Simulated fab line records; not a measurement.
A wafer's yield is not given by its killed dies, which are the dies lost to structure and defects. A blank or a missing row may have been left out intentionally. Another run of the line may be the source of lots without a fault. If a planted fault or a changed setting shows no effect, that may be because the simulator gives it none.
Struck lot and sound lot, side by side + flow nandHarc + 40 steps out of a route of 1159
Sound: the wafers L635.2, L635.5, L635.6. Struck: wafer L626.2. (L626.1, L626.6 of the same lot were not struck and are left out.) The cause comes at the end.
Each step with rows lists, per side, the tool, then ch with its chambers, then its first start. Under that, the readings that differ: sound wafers + struck wafers + difference of the means + sigmas: that difference in standard deviations of wafers without a fault.
alike: same words and numbers on both sides, and readings whose means sit less than 2 such deviations apart. not compared: any withheld reading, any reading some wafer has no value for, any bound like >300 that may hide the same value, and any number with overlapping values for which the record gives no deviation.
The two part at a step that has a row with sigmas, a row that says differs or no value, or rows on one side only. Numbers that don't overlap but have no deviation are shown without sigmas and don't part them. Lack of a reading on every wafer of one side parts them only where that side has two or more wafers.

first, 2 steps without rows for these wafers: NHARC_THIN_TSV_ETCH_44 (etches the open film in CF4/O2, target depth 1594.2 nm, time 797.1 s); NHARC_THIN_TSV_ETCH_15 (target depth 3000 nm, bosch target overetch cycles 2, bosch etch step 2.8 s).
NHARC_THIN_TSV_CD_MEAS_16:
  sound: cdSem-03 at day 24 04:43; struck: cdSem-03 at day 21 11:52
  alike: cdNm
then, 2 steps without rows for these wafers: NHARC_THIN_TSV_STRIP_45 (strips in O2); NHARC_THIN_TSV_STRIP_46 (strips in post etch residue remover, time 1200 s).
NHARC_THIN_TSV_DEP_47: deposits SiO2, target thk 200 nm.
  sound on pecvd-03 ch 0,2, day 24 05:56; struck on pecvd-04 ch 2, day 21 12:49
  alike: throttleValvePct
then, 1 step without rows for these wafers: NHARC_THIN_TSV_ETCHBACK_48 (etches the open film in C4F8/Ar, target depth 1028.5 nm, time 405.17 s).
NHARC_THIN_TSV_STRIP_62: strips in N2/H2, time 20 s.
  sound on plasmaAsher-01 ch 0,1, day 24 06:43; struck on plasmaAsher-01 ch 1, day 21 13:32
  alike: drypumpMotorCurrentA, heaterPowerW
  not compared: rfHoursCounterH
then, 3 steps without rows for these wafers: NHARC_THIN_TSV_DEGAS_49 (time 120 s); NHARC_THIN_TSV_PRE_CLEAN_50 (time 30 s); NHARC_THIN_TSV_PVD_19 (deposits TaN, target thk 20 nm).
NHARC_THIN_TSV_PVD_51: deposits Cu, target thk 100 nm.
  sound on pvdSputter-03; struck on pvdSputter-03
  alike: throttleValvePct
NHARC_THIN_TSV_ECD_20: material Cu, target thk 2000 nm.
  sound on ecdCu-01 ch 0,1, day 24 07:26; struck on ecdCu-02 ch 0,1, day 21 14:11
then, 3 steps without rows for these wafers: NHARC_THIN_TSV_ANNEAL_52 (time 90 s); NHARC_THIN_TSV_CMP_21 (polishes, t overpolish 30 s, target thk 2000 nm); NHARC_THIN_TSV_SRD_23.
NHARC_THIN_TSV_DEGAS_53: time 60 s.
  sound: pvdSputter-03 at day 24 08:52; struck: pvdSputter-01 at day 21 15:44
  alike: heaterPowerW
NHARC_THIN_TSV_PRE_CLEAN_54: time 30 s.
  sound: pvdSputter-03 at day 24 08:58; struck: pvdSputter-01 at day 21 15:48
  alike: heaterPowerW
then, 10 steps without rows for these wafers: NHARC_THIN_TSV_PVD_55 (deposits TiN, target thk 50 nm); NHARC_THIN_TSV_PVD_24 (deposits Al, target thk 800 nm); NHARC_THIN_TSV_DEHYDRATE_25 (time 120 s); NHARC_THIN_TSV_HMDS_26 (time 30 s); NHARC_THIN_TSV_COAT_27; NHARC_THIN_TSV_SOFTBAKE_28 (time 95 s); NHARC_THIN_TSV_EBR_29; NHARC_THIN_TSV_EXPOSE_30 (exposes mask PAD); NHARC_THIN_TSV_PEB_31 (peb time 85 s); NHARC_THIN_TSV_DEVELOP_32 (time 70 s).
NHARC_THIN_TSV_CD_MEAS_33 targets a cd of 5000 nm.
  sound on cdSem-02 ch 0, day 24 10:01; struck on cdSem-03 ch 0, day 21 16:52
  alike: cdNm
then, 6 steps without rows for these wafers: NHARC_THIN_TSV_HARDBAKE_34 (time 80 s); NHARC_THIN_TSV_DESCUM_35 (chemistry O2, time 3 s); NHARC_THIN_TSV_ETCH_59 (etches the open film in Cl2/BCl3, target depth 880 nm, time 138.1 s); NHARC_THIN_TSV_ETCH_36 (etches the open film in Cl2/BCl3, target depth 65 nm, time 18.571 s); NHARC_THIN_TSV_STRIP_56 (strips in O2); NHARC_THIN_TSV_STRIP_57 (strips in post etch residue remover, time 1200 s).
NHARC_THIN_TSV_CD_MEAS_37:
  sound: cdSem-01 at day 24 11:29; struck: cdSem-01 at day 21 18:20
| reading   | sound          | struck | difference | sigmas |
|-----------|----------------|--------|------------|--------|
| cdNm (nm) | 4996 4993 4998 | 5005   | +9         | +3     |
then, 1 step without rows for these wafers: NHARC_THIN_TSV_ANNEAL_58 (time 1800 s).
NHARC_THIN_TSV_INSPECT_40:
  sound: defectInspect-02 at day 24 15:43; struck: defectInspect-02 at day 21 22:48
  alike: rawDefectCount
NHARC_END_WLT_00:
  sound wafers here have rows in the record (prober-02, day 24 16:17); struck ones have none
NHARC_END_SORT_01:
  only the struck wafers appear in the record here, on prober-02 ch 0 at day 22 05:55; the sound ones have no rows

## WHERE THEY PART
Last at NHARC_END_SORT_01 as far as this record goes, first at NHARC_THIN_TSV_CD_MEAS_37.

WHY: what had been put in by the simulator
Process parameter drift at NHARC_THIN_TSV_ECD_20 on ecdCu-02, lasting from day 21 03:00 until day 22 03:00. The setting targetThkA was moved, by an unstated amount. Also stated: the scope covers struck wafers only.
